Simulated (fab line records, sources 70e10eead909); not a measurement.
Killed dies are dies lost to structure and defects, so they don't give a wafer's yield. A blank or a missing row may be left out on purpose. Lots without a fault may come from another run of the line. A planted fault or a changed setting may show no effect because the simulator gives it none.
fab line records | flow nand_harc
record lots=6 wafers=18 last_day=32
route steps=1302 shown P_STI@88
lots that met no fault: from a run of the same line without faults
start_h: hours from the record's first day to the start of the lot's first wafer shown | wait_h: hours since the lot's step before | " the same as in the row above | L1.1+2: a row that stands for several wafers | - no value, or no start given | * or withheld: withheld | < > ~ a bound
route shown NAME@n: a module of which the file shows steps, and the number in the route of the first | usual: mean/standard deviation of fault-free wafers | same: alike in all rows | chamber/n: place in a boat | sites: the reading at each site | _std_site: their standard deviation | _edge_site: outer sites' mean less inner sites' | radius_mm: how far each site lies from the wafer's centre | mask NAME#n: copy n | behind: the tool/chamber that last shaped the wafer | hold: why the lot was held/for how many hours/how that ended | device: the transistor (n, p or np) that didn't switch | end of line: the same wafers' tests at the end of the route | a step without rows: its recipe alone | killed: dies lost to structure and defects at the first sort, not the wafer's yield | map: a wafer's dies, x killed, . not, _ none there
set.NAME: the setting as run; set.NAME@STEP: as run at that earlier step | model.NAME: the simulator's own value behind a step, which no gauge read
lots at some steps of the route; a table a step, a row a wafer
services: from which hour (start_h, from the record's first day; less than 0 if before it) a tool's chamber was out of use, for how many hours, and why
## steps
# step NHARC_P_STI_ETCH_42
# recipe target_depth_a=800 overetch_a=240 time_s=61 ion_energy_ev=200 n2_flow_sccm=150 h2_flow_sccm=150 ar_flow_sccm=0 rf_w=400 bias_w=150 chemistry=N2/H2
# usual chamber_pressure_mTorr=30.004/0.025 drypump_motor_current_A=5.56/0.28 oes_product_au=0.996/0.013 rf_vpp_V=429.7/2.3 showerhead_plenum_p_Torr=2.02/0.082 throttle_valve_pct=14.173/0.0089
# columns lot.wafer tool chamber start_h wait_h chamber_pressure_mTorr drypump_motor_current_A oes_product_au rf_hours_counter_h rf_vpp_V showerhead_plenum_p_Torr throttle_valve_pct
L375.2 rie_diel-08 2 62.95 0.1 30.061 5.77 0.994 3 432.4 2.06 14.172
L375.5 " 0 " " 30.016 5.34 1.017 - 429.3 1.98 14.172
L375.6 " 1 " " 29.975 5.43 0.983 - 427.1 1.92 14.173
L386.2 rie_diel-02 0 177.02 0.1 29.997 5.11 1.019 11 427.1 1.91 14.188
L386.1 " 3 " " 29.973 5.35 0.985 11 433.2 2.08 14.184
L386.6 " 0 " " 30.031 5.09 1.012 - 426.7 1.91 14.166
L388.3 rie_diel-03 3 194.49 0.1 30.012 5.38 0.980 4 427.4 1.98 14.160
L388.1 " 1 " " 29.988 5.73 1.003 4 430.3 2.03 14.181
L388.2 " 2 " " 30.030 5.68 0.991 3 429.0 1.98 14.177
L391.2 rie_diel-03 0 229.31 0.1 29.997 5.35 0.990 6 433.6 2.19 14.171
L391.1 " 2 " " 29.991 5.72 0.992 5 429.4 1.98 14.177
L391.5 " 0 " " 30.033 5.37 0.986 - 433.3 2.19 14.166
L392.3 rie_diel-03 1 239.89 0.1 30.025 5.70 1.017 6 430.7 2.03 14.164
L392.1 " 2 " " 30.013 5.71 0.993 5 428.5 1.98 14.186
L392.6 " 3 " " 30.001 5.37 0.979 - 428.5 1.98 14.170
L393.1 rie_diel-08 0 245.75 0.1 30.008 5.33 1.002 3 428.1 1.98 14.174
L393.3 " 1 " " 29.974 5.39 0.984 2 428.8 1.92 14.172
L393.2 " 2 " " 29.983 5.74 1.005 2 430.3 2.06 14.165
# step NHARC_P_STI_ETCH_31
# recipe target_depth_a=1089 time_s=54.5 cf4_flow_sccm=100 chf3_flow_sccm=30 ar_flow_sccm=0 rf_w=500 bias_w=200 chemistry=CF4/CHF3
# usual chamber_pressure_mTorr=24.998/0.023 drypump_motor_current_A=5.57/0.28 oes_product_au=0.956/0.021 rf_vpp_V=370.0/2 showerhead_plenum_p_Torr=1.56/0.056 throttle_valve_pct=16.801/0.0085
# columns lot.wafer tool chamber start_h wait_h chamber_pressure_mTorr drypump_motor_current_A oes_product_au rf_hours_counter_h rf_vpp_V showerhead_plenum_p_Torr throttle_valve_pct
L375.2 rie_diel-08 2 - - 24.993 5.72 0.971 3 369.8 1.59 16.812
L375.5 " 2 " " 25.002 5.74 0.975 - 370.4 1.59 16.819
L375.6 " 3 " " 25.026 6.14 0.960 - 370.8 1.54 16.819
L386.1 rie_diel-02 2 - - 24.985 5.91 0.957 10 369.1 1.51 16.813
L386.2 " 3 " " 25.000 5.36 0.935 11 371.3 1.61 16.801
L386.6 " 2 " " 25.002 5.91 0.957 - 368.9 1.51 16.793
L388.1 rie_diel-03 1 - - 25.013 5.71 0.994 4 370.0 1.56 16.793
L388.2 " 2 " " 24.950 5.68 0.965 3 369.5 1.53 16.791
L388.3 " 3 " " 25.016 5.34 0.954 4 368.7 1.53 16.792
L391.1 rie_diel-03 0 - - 24.987 5.37 0.953 6 374.6 1.68 16.802
L391.2 " 1 " " 24.985 5.66 0.967 6 369.9 1.56 16.785
L391.5 " 2 " " 25.014 5.68 0.963 - 369.9 1.53 16.800
L392.3 rie_diel-03 2 - - 25.017 5.69 0.943 5 370.5 1.53 16.806
L392.1 " 0 " " 25.014 5.35 0.941 6 374.0 1.68 16.793
L392.6 " 3 " " 24.966 5.31 0.929 - 367.9 1.53 16.792
L393.2 rie_diel-08 0 - - 24.988 5.30 0.951 3 368.7 1.53 16.785
L393.3 " 1 " " 25.006 5.39 0.945 3 367.6 1.49 16.799
L393.1 " 2 " " 24.960 5.70 0.958 2 370.6 1.58 16.789
# step NHARC_P_STI_ETCH_15
# recipe target_depth_a=3000 taper_deg=4 time_s=100.1 hbr_flow_sccm=150 cl2_flow_sccm=50 rf_w=400 icp_w=400 bias_w=100 chemistry=HBr/Cl2
# usual chamber_pressure_mTorr=15.000/0.014 drypump_motor_current_A=5.6/0.35 oes_product_au=0.999/0.016 throttle_valve_pct=26.405/0.0097
# columns lot.wafer tool chamber start_h wait_h chamber_pressure_mTorr drypump_motor_current_A oes_product_au rf_hours_counter_h throttle_valve_pct
L375.2 rie_si-05 2 63.16 - 15.000 6.2 0.999 0.8 26.410
L375.5 " 0 " " 15.013 5.6 1.000 - 26.419
L375.6 " 1 " " 15.005 5.7 0.968 - 26.400
L386.2 rie_si-05 1 177.21 - 14.989 5.7 0.963 0.2 26.417
L386.1 " 2 " " 14.985 6.2 1.008 0.3 26.397
L386.6 " 1 " " 14.999 5.7 0.973 - 26.403
L388.3 rie_si-02 3 194.68 - 14.964 6.1 0.996 0.6 26.407
L388.2 " 0 " " 15.004 5.4 1.009 0.5 26.405
L388.1 " 1 " " 14.994 5.3 1.027 0.6 26.412
L391.1 rie_si-01 1 229.53 - 15.009 5.9 0.995 0.2 26.400
L391.2 " 2 " " 15.001 5.8 0.994 0.1 26.429
L391.5 " 1 " " 14.978 5.9 1.008 - 26.414
L392.3 rie_si-05 2 240.06 - 15.001 6.2 1.003 0.6 26.411
L392.1 " 1 " " 14.983 5.7 0.968 0.6 26.408
L392.6 " 3 " " 15.016 5.2 1.014 - 26.406
L393.3 rie_si-02 1 245.96 - 14.998 5.3 1.020 0.9 26.393
L393.2 " 2 " " 14.997 5.3 0.996 0.8 26.410
L393.1 " 3 " " 15.005 6.0 0.999 1.0 26.406
# step NHARC_P_STI_CD_MEAS_16
# usual cd_nm=203.0/2.8
# columns lot.wafer tool chamber start_h wait_h cd_nm
L375.2 cd_sem-02 - 63.30 - 203.8
L375.5 " - " " 206.1
L375.6 " - " " 208.8
L386.1 cd_sem-03 - 177.37 - 205.1
L386.2 " - " " 201.7
L386.6 " - " " 202.0
L388.1 cd_sem-03 - 194.84 - 200.7
L388.2 " - " " 202.9
L388.3 " - " " 201.8
L391.1 cd_sem-02 - 229.69 - 201.2
L391.2 " - " " 204.5
L391.5 " - " " 200.8
L392.1 cd_sem-02 - 240.22 - 201.0
L392.3 " - " " 201.9
L392.6 " - " " 205.9
L393.1 cd_sem-03 - 246.10 - 205.4
L393.2 " - " " 205.0
L393.3 " - " " 205.5
# step NHARC_P_STI_OCD_MEAS_17
# usual trench_depth_nm=301/7.3 trench_foot_cd_nm=161.4/2.6
# columns lot.wafer tool chamber start_h wait_h trench_depth_nm trench_foot_cd_nm
L375.2 ocd-02 - 63.38 0.1 300 161.7
L375.5 " - " " 300 162.6
L375.6 " - " " 287 166.7
L386.1 ocd-02 - 177.46 0.1 302 164.2
L386.2 " - " " 284 163.2
L386.6 " - " " 286 163.9
L388.1 ocd-02 - 194.93 0.1 319 156.9
L388.2 " - " " 305 161.4
L388.3 " - " " 300 161.3
L391.1 ocd-01 - 229.78 0.1 302 162.3
L391.2 " - " " 299 163.0
L391.5 " - " " 302 159.7
L392.1 ocd-02 - 240.31 0.1 285 162.7
L392.3 " - " " 304 163.3
L392.6 " - " " 305 163.8
L393.1 ocd-01 - 246.19 0.1 301 162.0
L393.2 " - " " 301 163.6
L393.3 " - " " 311 162.5
# step NHARC_P_STI_STRIP_19
# recipe time_s=900 temp_c=130 chemistry=SPM
# step NHARC_P_STI_PRECLEAN_32
# recipe time_s=* temp_c=50 bath_age_min=0 chemistry=SC1
# step NHARC_P_STI_SRD_23
# step NHARC_P_STI_OCD_MEAS_43
# usual trench_depth_nm=300/7.3 trench_foot_cd_nm=161.5/2.7
# columns lot.wafer tool chamber start_h wait_h trench_depth_nm trench_foot_cd_nm
L375.2 ocd-01 - 63.89 - 299 161.7
L375.5 " - " " 300 162.7
L375.6 " - " " 287 166.6
L386.1 ocd-01 - 177.96 - 302 164.5
L386.2 " - " " 285 162.7
L386.6 " - " " 286 164.3
L388.1 ocd-01 - 195.43 - 319 157.3
L388.2 " - " " 305 160.9
L388.3 " - " " 300 161.7
L391.1 ocd-02 - 230.29 - 301 163.2
L391.2 " - " " 299 163.6
L391.5 " - " " 301 159.4
L392.1 ocd-01 - 240.82 - 284 162.3
L392.3 " - " " 304 162.9
L392.6 " - " " 305 163.5
L393.1 ocd-02 - 246.70 - 302 162.4
L393.2 " - " " 301 163.6
L393.3 " - " " 311 162.7
# step NHARC_P_STI_OXIDE_33
# recipe target_thk_a=100 temp_c=1000 ox_time_s=281 material=SiO2
# step NHARC_P_STI_HDPCVD_20
# recipe target_thk_a=withheld sigma_open_frac=withheld material=SiO2
# step NHARC_P_STI_ANNEAL_34
# recipe temp_c=1000 time_s=1800
# step NHARC_P_STI_CMP_21
# recipe t_overpolish_s=20 target_thk_nm=380.67
# usual motor_current_A=11.9/1.4 overpolish_run_s=20.000/0.0093 pad_life_wafers=168/90 retaining_ring_pressure_frac=1.000/0.005 t_overpolish_s=20/0
# columns lot.wafer tool chamber start_h wait_h motor_current_A overpolish_run_s pad_life_wafers retaining_ring_pressure_frac t_overpolish_s
L375.2 cmp-03 2 82.16 0.4 11.8 20.002 36 1.000 20
L375.6 " 2 " " 12.1 19.986 - 1.012 20
L375.5 " 3 " " 10.8 20.003 - 0.999 20
L386.2 cmp-04 0 207.24 0.4 14.4 20.001 392 0.994 20
L386.1 " 1 " " 13.2 20.008 393 0.998 20
L386.6 " 2 " " 11.9 20.012 - 0.997 20
L388.2 cmp-04 2 214.57 0.4 11.7 68.652 12 0.998 68.671
L388.3 " 3 " " 11.0 68.682 13 0.995 68.671
L388.1 " 1 " " 12.9 68.680 15 1.001 68.671
L391.1 cmp-04 0 248.42 0.4 13.6 68.665 144 1.002 68.671
L391.2 " 3 " " 11.3 68.677 147 0.993 68.671
L391.5 " 1 " " 13.1 68.670 - 1.004 68.671
L392.1 cmp-02 3 259.75 0.4 11.8 20.002 90 1.004 20
L392.3 " 1 " " 12.7 20.007 92 0.994 20
L392.6 " 3 " " 11.7 19.995 - 0.998 20
L393.1 cmp-02 2 264.94 0.4 10.6 19.991 108 0.999 20
L393.2 " 0 " " 10.5 19.997 110 1.009 20
L393.3 " 1 " " 12.1 19.987 111 0.997 20
## services
# columns tool chamber start_h hours kind
rie_diel-02 - 39.70 9.0 pm
rie_diel-03 3 40.97 7.6 repair
rie_si-02 3 58.49 11.3 repair
cmp-02 - 59.24 1.1 repair
rie_diel-02 0 64.67 10.5 repair
cmp-04 - 82.92 0.3 repair
rie_si-02 - 100.05 9.0 pm
cmp-04 - 102.61 2.1 repair
rie_diel-03 - 104.30 9.0 pm
cmp-04 - 111.00 4.0 pm
rie_si-05 - 128.00 9.0 pm
rie_diel-03 - 132.70 1.8 repair
rie_diel-03 - 134.70 1.1 repair
rie_diel-03 0 139.13 4.1 repair
rie_diel-03 - 150.65 0.3 repair
rie_diel-08 - 154.42 0.9 repair
rie_diel-03 2 167.34 13.6 repair
cmp-04 - 184.92 1.4 repair
rie_diel-08 - 191.01 9.0 pm
rie_si-05 3 199.36 3.3 repair
cmp-04 - 204.59 2.1 repair
cmp-04 - 209.00 4.0 pm
rie_si-05 1 222.47 3.8 repair
rie_diel-03 3 227.46 2.8 repair
## key
first_sign step=NHARC_P_STI_CMP_21 reading=t_overpolish_s direction=up sigmas=99+ usual=20 struck=68.671
effect step=NHARC_P_STI_CMP_21 reading=overpolish_run_s direction=up sigmas=99+ usual=20.000 struck=68.671
met_at NHARC_P_STI_CMP_21
struck_wafers L388.1,L388.2,L388.3,L391.1,L391.2,L391.5
tester_left_out L388,L391
onset_between 207.24 214.57
fault kind=process_parameter_drift tool=cmp-04 chamber=- onset_h=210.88 steps=NHARC_P_STI_CMP_21 channel=t_overpolish_s offset=48.671 shape=step end_h=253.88 acts_in=these_recipes_only stated=20
# tester_left_out: of these lots the tester's yield and bins aren't shown, on N5 and GAA mostly nor the transistor test; their killed dies are dies lost to structure and defects alone, not to doping, threshold or leakage, so they don't give the yield
